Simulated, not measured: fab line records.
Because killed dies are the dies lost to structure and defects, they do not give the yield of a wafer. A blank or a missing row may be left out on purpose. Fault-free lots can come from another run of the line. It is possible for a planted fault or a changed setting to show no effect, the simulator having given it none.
Which of the tools did it? :: flow nand harc :: 10 lots, 30 wafers sampled, at 2 steps of a route of 1302

WHAT EACH GAUGE READ, for each wafer
NHARC_A_CHANNEL_HOLE_D2_CD_MEAS_10 targets a cd of 100 nm.
lot: L789
measured: day 14 10:38
on: cd sem-02
cd nm (nm): 100.5 100.4 99.9

lot: L791
measured: day 14 17:40
on: cd sem-03
cd nm (nm): 99.7 100.6 99.9

lot: L792
measured: day 14 17:31
on: cd sem-03
cd nm (nm): 100.0 99.7 100.1

lot: L793
measured: day 15 11:50
on: cd sem-03
cd nm (nm): 100.2 100.0 99.8

lot: L798
measured: day 17 20:14
on: cd sem-03
cd nm (nm): 99.1 99.5 99.6

lot: L800
measured: day 18 21:28
on: cd sem-02
cd nm (nm): 99.2 99.5 98.8

lot: L802
measured: day 19 09:14
on: cd sem-03
cd nm (nm): 82.1 82.3 82.2

lot: L803
measured: day 20 03:31
on: cd sem-02
cd nm (nm): 85.9 84.6 85.8

lot: L809
measured: day 21 23:18
on: cd sem-03
cd nm (nm): 100.3 100.5 100.5

lot: L810
measured: day 23 04:07
on: cd sem-03
cd nm (nm): 100.2 100.1 100.0

TOOL THAT RAN EACH LOT (tool first, then ch and the chambers of the sampled wafers, then the start)
lot: L789
NHARC_A_CHANNEL_HOLE_D2_PEB_08: litho track-06 ch 0, day 14 10:34

lot: L791
NHARC_A_CHANNEL_HOLE_D2_PEB_08: litho track-04 ch 0, day 14 17:35

lot: L792
NHARC_A_CHANNEL_HOLE_D2_PEB_08: litho track-01 ch 0, day 14 17:26

lot: L793
NHARC_A_CHANNEL_HOLE_D2_PEB_08: litho track-04 ch 0, day 15 11:45

lot: L798
NHARC_A_CHANNEL_HOLE_D2_PEB_08: litho track-04 ch 0, day 17 20:09

lot: L800
NHARC_A_CHANNEL_HOLE_D2_PEB_08: litho track-04 ch 0, day 18 21:23

lot: L802
NHARC_A_CHANNEL_HOLE_D2_PEB_08: litho track-04 ch 0, day 19 09:09

lot: L803
NHARC_A_CHANNEL_HOLE_D2_PEB_08: litho track-04 ch 0, day 20 03:26

lot: L809
NHARC_A_CHANNEL_HOLE_D2_PEB_08: litho track-06 ch 0, day 21 23:13

lot: L810
NHARC_A_CHANNEL_HOLE_D2_PEB_08: litho track-04 ch 0, day 23 04:02
- NHARC_A_CHANNEL_HOLE_D2_PEB_08: peb time 65 s.

THE ANSWER, worked out from the rows above alone
Rule: usual is defined by the lots themselves. Put in order of their means at a reading, lots are off if they are a third of the lots or fewer, leave a main group of 4 or more, and stand apart from it by a gap of 3 or more times the standard deviation of the main group's means; of several such gaps the widest counts. Not used: any main group whose means are identical at the precision the tables above print for the reading. Also off: a lot with no number at a reading for which 4 or more lots have one. Any other lot the step has rows for is counted as sound.
Off, at NHARC_A_CHANNEL_HOLE_D2_CD_MEAS_10 on cd nm: L802, L803. The main group has a mean of 99.9 nm with a standard deviation of 0.4.
If a tool, at a process step before that reading, ran all the lots that are off and no sound lot after the first of them, it fits. The gauges at NHARC_A_CHANNEL_HOLE_D2_CD_MEAS_10 are tried like those tools. Of those tried, none fits.

WHAT HAD BEEN PUT IN BY THE SIMULATOR
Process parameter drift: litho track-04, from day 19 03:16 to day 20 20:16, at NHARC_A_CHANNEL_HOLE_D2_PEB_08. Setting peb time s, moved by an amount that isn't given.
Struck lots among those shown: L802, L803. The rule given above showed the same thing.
